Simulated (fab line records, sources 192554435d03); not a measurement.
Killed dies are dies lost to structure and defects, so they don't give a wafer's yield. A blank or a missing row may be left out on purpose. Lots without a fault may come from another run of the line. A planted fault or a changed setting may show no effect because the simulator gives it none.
A struck lot beside a sound one | flow n5_finfet | 15 steps out of a route of 1938
Sound: wafers L496.2, L496.4, L496.6. Struck: wafer L505.4. (L505.6 of the same lot was not struck and is left out.) The cause comes at the end.
At each step with rows: each side's tool, then ch and its chambers, then its first start. Under that, the readings that differ: sound wafers | struck wafers | difference of the means | sigmas: that difference in standard deviations of wafers without a fault.
alike: readings whose means differ by less than 2 such deviations, and words and numbers that are the same on both sides. not compared: withheld readings, readings that some wafer has no value for, bounds like >300 that may hide the same value, and numbers for which the record gives no deviation and whose values overlap.
The two part at a step that has a row with sigmas, a row that says differs or no value, or rows on one side only. Numbers that don't overlap but have no deviation are shown without sigmas and don't part them. A reading that every wafer of one side lacks parts them only if that side has two wafers or more.

first, 4 steps without rows for these wafers: N5_BEOL_M2_ANNEAL_87 (time 240 s); N5_BEOL_M2_SPUTTER_88 (material Cu, target thk 4.5 nm, time 8.29 s); N5_BEOL_M2_ANNEAL_89 (time 240 s); N5_BEOL_M2_SPUTTER_90 (material Cu, target thk 4.5 nm, time 8.29 s).
N5_BEOL_M2_ANNEAL_91: time 240 s.
  sound on pvd_sputter-01, day 7 21:28; struck on pvd_sputter-03, day 10 13:02
  alike: heater_power_w
then, 1 step without rows for these wafers: N5_BEOL_M2_SPUTTER_92 (material Cu, target thk 4.5 nm, time 8.29 s).
N5_BEOL_M2_ANNEAL_93: time 240 s.
  sound on pvd_sputter-01, day 7 21:43; struck on pvd_sputter-03, day 10 13:16
  reading            | sound       | struck | difference | sigmas
  heater_power_w (W) | 799 912 920 | 708    | -169       | -2
N5_BEOL_M2_SPUTTER_94: material Cu, target thk 4.5 nm, time 8.29 s.
  sound on pvd_sputter-01, day 7 21:52; struck on pvd_sputter-03, day 10 13:24
  alike: chuck_gas_flow_sccm, throttle_valve_pct
N5_BEOL_M2_ANNEAL_95: time 240 s.
  sound on pvd_sputter-01, day 7 21:57; struck on pvd_sputter-03, day 10 13:29
  reading            | sound       | struck | difference | sigmas
  heater_power_w (W) | 802 914 942 | 720    | -166       | -2
then, 2 steps without rows for these wafers: N5_BEOL_M2_SPUTTER_96 (material Cu, target thk 4.5 nm, time 8.29 s); N5_BEOL_M2_ECD_50 (material Cu, target thk 300 nm).
N5_BEOL_M2_ANNEAL_51: time 90 s.
  sound on rtp_anneal-02 ch 0, day 7 22:22; struck on rtp_anneal-01 ch 0, day 10 13:57
  alike: wafer_temp_C_max
N5_BEOL_M2_CMP_52: polishes, stops on SiOC, t overpolish 6.8 s, target thk 40 nm.
  sound on cmp-01 ch 0,1,2, day 7 22:38; struck on cmp-01 ch 2, day 10 14:11
  reading                                      | sound          | struck | difference | sigmas
  barrier_field_endpoint_s (s)                 | 24.4 25.2 23.5 | 13.7   | -10.7      | -14
  time_to_endpoint_s (s)                       | 61 67 61       | 34     | -29        | -7
  model.SiOC_of_BEOL_M2_ILD_DEP_00.thk_nm (nm) | 76.2 79.2 76.4 | 74.6   | -2.7       |
  alike: motor_current_A, overpolish_run_s, slurry_filter_dp_kPa
N5_BEOL_M4_RC_MEAS_101:
  sound on prober-02 ch 0, day 8 20:44; struck on prober-02 ch 0, day 11 17:30
  reading       | sound          | struck | difference | sigmas
  SS_P (mV/dec) | 75.0 75.5 73.8 | 72.3   | -2.5       | -3
  alike: DIBL_N, DIBL_P, IOFF_N, IOFF_P, ION_N, ION_P, SS_N, VT_N, VT_P
-- the record jumps here: 5 days lie between the struck wafers' starts before and after (it left off in module BEOL_M4 and takes up again in module PASSIVATION, whose first step shown is number 1936 of the route) --
N5_PASSIVATION_PROBE_49:
  sound on prober-02, day 13 16:41; struck on prober-02, day 16 19:32
  alike: defect_limited_yield, killed_at_M0_to_M3, killed_at_M4_up, killed_at_contacts, killed_at_front_end, killed_at_other, killed_dies, killed_open, killed_short, sort_bin_4_leakage, sort_bin_5_function, sort_bin_6_memory, sort_n_pass, sort_yield_pct

WHERE THEY PART
First at N5_BEOL_M2_ANNEAL_93; last, within this record, at N5_BEOL_M4_RC_MEAS_101. Later steps at which nothing parts them and some readings are alike: N5_PASSIVATION_PROBE_49.

WHY: what the simulator had put in
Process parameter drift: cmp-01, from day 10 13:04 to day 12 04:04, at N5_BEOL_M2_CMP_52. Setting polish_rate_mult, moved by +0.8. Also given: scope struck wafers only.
